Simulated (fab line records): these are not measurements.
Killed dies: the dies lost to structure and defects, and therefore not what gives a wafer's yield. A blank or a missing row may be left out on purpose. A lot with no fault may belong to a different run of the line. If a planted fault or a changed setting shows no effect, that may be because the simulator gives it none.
fab line records ; flow nand_harc
record lots=14; wafers=42; last_day=33
route steps=1302 shown A_ONON_D1@427 END@1302
lots that met no fault: from a run of the same line without faults
start_h: hours from the record's opening day to when the first of the lot's shown wafers began ; wait_h: time in hours since the lot's previous step ; " the same as in the row above ; L1.1+2: a row that stands for several wafers ; - value missing, or start not given ; * or withheld: withheld ; < > ~ a bound
route shown NAME@n: names a module that has steps shown in the file, with the first one's number in the route ; usual: the fault-free wafers' mean and standard deviation ; same: alike in all rows ; chamber/n: place in a boat ; sites: readings site by site ; _std_site: standard deviation across them ; _edge_site: mean of outer sites minus mean of inner sites ; radius_mm: how far each site lies from the wafer's centre ; mask NAME#n: copy n ; behind: tool/chamber where the wafer was last shaped ; hold: why the lot was held/for how many hours/how that ended ; device: the n, p or np transistor that did not switch ; end of line: the route-end tests of the same wafers ; a step without rows: its recipe alone ; killed: the dies lost at the first sort to structure and to defects; this is not the yield of the wafer ; map: the dies of a wafer, with x for killed, . for not killed, _ for no die there
set.NAME: setting as actually run; set.NAME@STEP: the setting as run at that earlier step ; model.NAME: the simulator's own value behind a step, which no gauge read
route steps across a sampled set of lots; one table per step, one row per wafer
services: a tool's chamber out of use, with start hour (start_h, from the record's first day; less than 0 if before it), hours out, and reason
## steps
# step NHARC_A_ONON_D1_THK_MEAS_05
# recipe thk_meas_gauge=ellipsometry
# usual thk_nm=999/9.4
lot.wafer;tool;chamber;start_h;wait_h;thk_nm
L514.2;film_metro-01;-;167.83;-;1002
L514.3;film_metro-01;-;167.83;-;1002
L514.6;film_metro-01;-;167.83;-;1004
L515.1;film_metro-01;-;172.92;-;1016
L515.3;film_metro-01;-;172.92;-;1014
L515.6;film_metro-01;-;172.92;-;1017
L516.3;film_metro-01;-;184.02;-;984
L516.5;film_metro-01;-;184.02;-;982
L516.6;film_metro-01;-;184.02;-;983
L518.1;film_metro-02;-;207.09;-;1005
L518.2;film_metro-02;-;207.09;-;1004
L518.5;film_metro-02;-;207.09;-;1003
L519.1;film_metro-01;-;216.55;-;996
L519.3;film_metro-01;-;216.55;-;996
L519.4;film_metro-01;-;216.55;-;995
L520.1;film_metro-01;-;223.96;-;988
L520.3;film_metro-01;-;223.96;-;987
L520.5;film_metro-01;-;223.96;-;989
L522.1;film_metro-02;-;239.21;-;1007
L522.4;film_metro-02;-;239.21;-;1006
L522.5;film_metro-02;-;239.21;-;1006
L523.4;film_metro-02;-;254.61;-;992
L523.5;film_metro-02;-;254.61;-;992
L523.6;film_metro-02;-;254.61;-;991
L527.1;film_metro-02;-;304.12;-;999
L527.5;film_metro-02;-;304.12;-;998
L527.6;film_metro-02;-;304.12;-;999
L530.1;film_metro-02;-;328.24;-;994
L530.2;film_metro-02;-;328.24;-;994
L530.6;film_metro-02;-;328.24;-;994
L533.1;film_metro-02;-;357.09;-;984
L533.5;film_metro-02;-;357.09;-;984
L533.6;film_metro-02;-;357.09;-;983
L535.1;film_metro-01;-;375.26;-;988
L535.2;film_metro-01;-;375.26;-;990
L535.3;film_metro-01;-;375.26;-;990
L536.1;film_metro-01;-;375.28;-;989
L536.2;film_metro-01;-;375.28;-;990
L536.6;film_metro-01;-;375.28;-;991
L537.1;film_metro-02;-;391.45;-;1000
L537.2;film_metro-02;-;391.45;-;999
L537.3;film_metro-02;-;391.45;-;997
# step NHARC_A_ONON_D1_THK_MEAS_14
# recipe thk_meas_gauge=ellipsometry
# usual thk_nm=998/8.2
lot.wafer;tool;chamber;start_h;wait_h;thk_nm
L514.2;film_metro-02;-;169.54;-;999
L514.3;film_metro-02;-;169.54;-;1000
L514.6;film_metro-02;-;169.54;-;1001
L515.1;film_metro-01;-;174.63;-;994
L515.3;film_metro-01;-;174.63;-;995
L515.6;film_metro-01;-;174.63;-;995
L516.3;film_metro-01;-;185.72;-;992
L516.5;film_metro-01;-;185.72;-;994
L516.6;film_metro-01;-;185.72;-;994
L518.1;film_metro-01;-;208.79;-;1002
L518.2;film_metro-01;-;208.79;-;1002
L518.5;film_metro-01;-;208.79;-;1002
L519.1;film_metro-01;-;218.26;-;998
L519.3;film_metro-01;-;218.26;-;1000
L519.4;film_metro-01;-;218.26;-;999
L520.1;film_metro-01;-;225.66;-;1000
L520.3;film_metro-01;-;225.66;-;1001
L520.5;film_metro-01;-;225.66;-;1000
L522.1;film_metro-02;-;240.91;-;999
L522.4;film_metro-02;-;240.91;-;999
L522.5;film_metro-02;-;240.91;-;998
L523.4;film_metro-01;-;256.31;-;1002
L523.5;film_metro-01;-;256.31;-;1001
L523.6;film_metro-01;-;256.31;-;1002
L527.1;film_metro-02;-;305.82;-;992
L527.5;film_metro-02;-;305.82;-;995
L527.6;film_metro-02;-;305.82;-;991
L530.1;film_metro-01;-;329.95;-;1014
L530.2;film_metro-01;-;329.95;-;1011
L530.6;film_metro-01;-;329.95;-;1011
L533.1;film_metro-01;-;358.79;-;1012
L533.5;film_metro-01;-;358.79;-;1010
L533.6;film_metro-01;-;358.79;-;1012
L535.1;film_metro-01;-;376.97;-;994
L535.2;film_metro-01;-;376.97;-;995
L535.3;film_metro-01;-;376.97;-;994
L536.1;film_metro-01;-;376.97;-;998
L536.2;film_metro-01;-;376.97;-;998
L536.6;film_metro-01;-;376.97;-;998
L537.1;film_metro-01;-;393.14;-;980
L537.2;film_metro-01;-;393.14;-;981
L537.3;film_metro-01;-;393.14;-;982
# step NHARC_A_ONON_D1_DEP_22
# recipe target_thk_a=10000; n2_flow_sccm=2750; n2o_flow_sccm=2000; nh3_flow_sccm=500; sih4_flow_sccm=210; temp_c=400
# usual n2_flow_sccm=2751/8; nh3_flow_sccm=499.9/1.6; sih4_flow_sccm=209.8/0.6
lot.wafer;tool;chamber;start_h;wait_h;n2_flow_sccm;nh3_flow_sccm;sih4_flow_sccm
L514.2;pecvd_onon-01;0;178.79;0.1;2748;498.7;209.0
L514.3;pecvd_onon-01;0;178.79;0.1;2763;497.2;209.8
L514.6;pecvd_onon-01;0;178.79;0.1;2756;500.9;207.8
L515.1;pecvd_onon-04;0;183.30;0.1;2766;498.6;209.6
L515.3;pecvd_onon-04;0;183.30;0.1;2752;497.6;209.9
L515.6;pecvd_onon-04;0;183.30;0.1;2751;498.2;209.4
L516.3;pecvd_onon-03;0;196.50;0.2;2740;500.1;209.8
L516.5;pecvd_onon-03;0;196.50;0.2;2757;499.1;210.6
L516.6;pecvd_onon-03;0;196.50;0.2;2753;499.3;208.2
L518.1;pecvd_onon-01;0;217.64;0.1;2767;498.3;209.1
L518.2;pecvd_onon-01;0;217.64;0.1;2762;499.8;210.6
L518.5;pecvd_onon-01;0;217.64;0.1;2762;499.2;209.9
L519.1;pecvd_onon-03;0;226.73;0.1;2749;502.1;209.9
L519.3;pecvd_onon-03;0;226.73;0.1;2753;500.5;209.7
L519.4;pecvd_onon-03;0;226.73;0.1;2748;501.9;209.6
L520.1;pecvd_onon-04;0;234.93;0.1;2755;501.3;210.3
L520.3;pecvd_onon-04;0;234.93;0.1;2747;500.9;209.6
L520.5;pecvd_onon-04;0;234.93;0.1;2742;500.8;209.6
L522.1;pecvd_onon-03;0;253.45;0.1;2758;500.3;209.6
L522.4;pecvd_onon-03;0;253.45;0.1;2741;501.8;209.3
L522.5;pecvd_onon-03;0;253.45;0.1;2747;499.7;208.5
L523.4;pecvd_onon-03;0;267.80;0.2;2740;501.2;209.9
L523.5;pecvd_onon-03;0;267.80;0.2;2745;501.0;209.8
L523.6;pecvd_onon-03;0;267.80;0.2;2741;501.4;210.5
L527.1;pecvd_onon-01;0;318.20;0.1;2753;498.4;209.7
L527.5;pecvd_onon-01;0;318.20;0.1;2751;498.3;209.5
L527.6;pecvd_onon-01;0;318.20;0.1;2748;499.9;209.7
L530.1;pecvd_onon-01;0;339.21;0.1;2749;502.3;210.0
L530.2;pecvd_onon-01;0;339.21;0.1;2751;503.7;210.0
L530.6;pecvd_onon-01;0;339.21;0.1;2736;501.3;209.7
L533.1;pecvd_onon-04;0;370.29;0.1;2741;498.9;210.3
L533.5;pecvd_onon-04;0;370.29;0.1;2752;500.6;209.8
L533.6;pecvd_onon-04;0;370.29;0.1;2759;500.9;209.3
L535.1;pecvd_onon-04;0;385.14;0.1;2735;500.5;210.0
L535.2;pecvd_onon-04;0;385.14;0.1;2735;498.3;209.8
L535.3;pecvd_onon-04;0;385.14;0.1;2750;498.4;209.1
L536.1;pecvd_onon-03;0;385.15;0.1;2750;500.8;210.2
L536.2;pecvd_onon-03;0;385.15;0.1;2748;499.3;209.0
L536.6;pecvd_onon-03;0;385.15;0.1;2761;498.4;210.9
L537.1;pecvd_onon-03;0;401.35;0.1;2745;499.1;210.4
L537.2;pecvd_onon-03;0;401.35;0.1;2761;500.3;210.7
L537.3;pecvd_onon-03;0;401.35;0.1;2755;499.9;209.9
# step NHARC_A_ONON_D1_THK_MEAS_24
# recipe thk_meas_gauge=ellipsometry
# usual thk_nm=1001/9
lot.wafer;tool;chamber;start_h;wait_h;thk_nm
L514.2;film_metro-01;-;179.25;-;994
L514.3;film_metro-01;-;179.25;-;995
L514.6;film_metro-01;-;179.25;-;993
L515.1;film_metro-02;-;183.81;-;990
L515.3;film_metro-02;-;183.81;-;990
L515.6;film_metro-02;-;183.81;-;990
L516.3;film_metro-01;-;196.89;-;1010
L516.5;film_metro-01;-;196.89;-;1010
L516.6;film_metro-01;-;196.89;-;1009
L518.1;film_metro-02;-;218.15;-;997
L518.2;film_metro-02;-;218.15;-;995
L518.5;film_metro-02;-;218.15;-;996
L519.1;film_metro-02;-;227.25;-;993
L519.3;film_metro-02;-;227.25;-;994
L519.4;film_metro-02;-;227.25;-;994
L520.1;film_metro-02;-;235.44;-;996
L520.3;film_metro-02;-;235.44;-;998
L520.5;film_metro-02;-;235.44;-;995
L522.1;film_metro-02;-;253.95;-;1009
L522.4;film_metro-02;-;253.95;-;1008
L522.5;film_metro-02;-;253.95;-;1010
L523.4;film_metro-01;-;268.14;-;1023
L523.5;film_metro-01;-;268.14;-;1027
L523.6;film_metro-01;-;268.14;-;1025
L527.1;film_metro-02;-;318.72;-;996
L527.5;film_metro-02;-;318.72;-;1079
L527.6;film_metro-02;-;318.72;-;1079
L530.1;film_metro-02;-;339.72;-;995
L530.2;film_metro-02;-;339.72;-;998
L530.6;film_metro-02;-;339.72;-;1079
L533.1;film_metro-01;-;370.80;-;987
L533.5;film_metro-01;-;370.80;-;986
L533.6;film_metro-01;-;370.80;-;987
L536.1;film_metro-01;-;385.66;-;1013
L536.2;film_metro-01;-;385.66;-;1009
L536.6;film_metro-01;-;385.66;-;1010
L535.1;film_metro-01;-;385.67;-;1007
L535.2;film_metro-01;-;385.67;-;1008
L535.3;film_metro-01;-;385.67;-;1006
L537.1;film_metro-02;-;401.85;-;1003
L537.2;film_metro-02;-;401.85;-;1002
L537.3;film_metro-02;-;401.85;-;1002
# step NHARC_END_SORT_01
# recipe temp_c=25
# usual killed_at_array=65/19; killed_at_other=0.9/1.1; killed_at_periphery=3.5/2.3; killed_dies=69/19; killed_open=3.2/1.8; killed_short=2.4/1.5
# same gross_dies=677
lot.wafer;tool;chamber;start_h;wait_h;killed_at_array;killed_at_other;killed_at_periphery;killed_dies;killed_open;killed_short
L527.1;prober-02;0;714.74;2.5;53;0;5;58;4;1
L527.5;prober-02;0;717.98;3.7;671;0;6;677;2;4
L527.6;prober-02;0;718.79;4.1;674;0;3;677;0;1
L530.1;prober-01;0;722.63;2.5;101;0;6;107;2;2
L530.2;prober-01;0;723.42;2.8;99;0;4;103;2;3
L530.6;prober-01;0;726.59;4.0;668;0;9;677;2;4
# killed by level:class
L527.1 A_CHANNEL_HOLE_D2:chamber_film_flake=19 A_CONTACT:chamber_film_flake=10 A_CHANNEL_HOLE_D1:chamber_film_flake=8 A_SGD_CUT:chamber_film_flake=5 A_WL_FILL:chamber_film_flake=4 P_GATE:chamber_film_flake=3 A_M0:geometric_particle:open=2 A_SLIT:chamber_film_flake=2
L527.5 A_ONON_D1:area_dep=626 A_CHANNEL_HOLE_D2:chamber_film_flake=19 A_CHANNEL_HOLE_D1:chamber_film_flake=8 A_CONTACT:chamber_film_flake=8 P_GATE:chamber_film_flake=3 A_SGD_CUT:chamber_film_flake=2 A_M1:chamber_film_flake=2 P_GATE:geometric_particle:short=1
L527.6 A_ONON_D1:area_dep=623 A_CHANNEL_HOLE_D2:chamber_film_flake=13 A_CHANNEL_HOLE_D1:chamber_film_flake=10 A_CONTACT:chamber_film_flake=8 A_SGD_CUT:chamber_film_flake=5 A_SLIT:chamber_film_flake=4 A_WL_FILL:chamber_film_flake=4 A_DECK1_JOINT:chamber_film_flake=2
L530.1 A_CHANNEL_HOLE_D1:chamber_film_flake=37 A_SLIT:chamber_film_flake=33 A_CHANNEL_HOLE_D2:chamber_film_flake=21 P_BONDPAD:chamber_film_flake=5 A_CONTACT:chamber_film_flake=3 A_DECK1_JOINT:chamber_film_flake=2 A_STAIRCASE:chamber_film_flake=2 P_GATE:geometric_particle:open=1
L530.2 A_SLIT:chamber_film_flake=37 A_CHANNEL_HOLE_D1:chamber_film_flake=31 A_CHANNEL_HOLE_D2:chamber_film_flake=21 P_BONDPAD:chamber_film_flake=4 A_CONTACT:chamber_film_flake=3 A_M0:geometric_particle:short=2 A_ONON_D2:geometric_particle:short=1 A_WL_FILL:geometric_particle:open=1
L530.6 A_ONON_D1:area_dep=582 A_CHANNEL_HOLE_D1:chamber_film_flake=32 A_SLIT:chamber_film_flake=30 A_CHANNEL_HOLE_D2:chamber_film_flake=18 P_BONDPAD:chamber_film_flake=5 A_CHANNEL_FILL_D2:geometric_particle:short=2 A_WL_FILL:geometric_particle:short=2 P_M0:geometric_particle:open=1
## services
tool;chamber;start_h;hours;kind
pecvd_onon-03;-;227.29;13.0;pm
pecvd_onon-01;-;269.45;13.0;pm
pecvd_onon-04;-;311.45;13.0;pm
## key
first_sign step=NHARC_A_ONON_D1_THK_MEAS_24; reading=thk_nm; direction=up; sigmas=8.6; usual=1001; struck=1079
effect step=NHARC_END_SORT_01; reading=killed_at_array; direction=up; sigmas=32; usual=65; struck=671
more_kills_born_at NHARC_A_ONON_D1_DEP_22@pecvd_onon-01=1831
met_at NHARC_A_ONON_D1_DEP_22
struck_lots L527,L530
struck_wafers L527.5,L527.6,L530.6
later_rows_left_out L527.5,L527.6,L530.6
tester_left_out L527,L530
not_acting_at NHARC_A_ONON_D1_THK_MEAS_05,NHARC_A_ONON_D1_THK_MEAS_14
onset_between 217.64 318.20
fault kind=process_parameter_drift; tool=pecvd_onon-01; chamber=-; onset_h=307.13; steps=NHARC_A_ONON_D1_DEP_22; channel=target_thk_a; offset=*; shape=step; end_h=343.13; scope=struck_wafers_only; acts_in=*; stated=*
# tester_left_out: of these lots the tester's yield and bins aren't shown, on N5 and GAA mostly nor the transistor test; their killed dies are dies lost to structure and defects alone, not to doping, threshold or leakage, so they don't give the yield
# later_rows_left_out: the simulator's readings of these wafers behind a module that went badly wrong aren't trusted and aren't shown, but for the sort
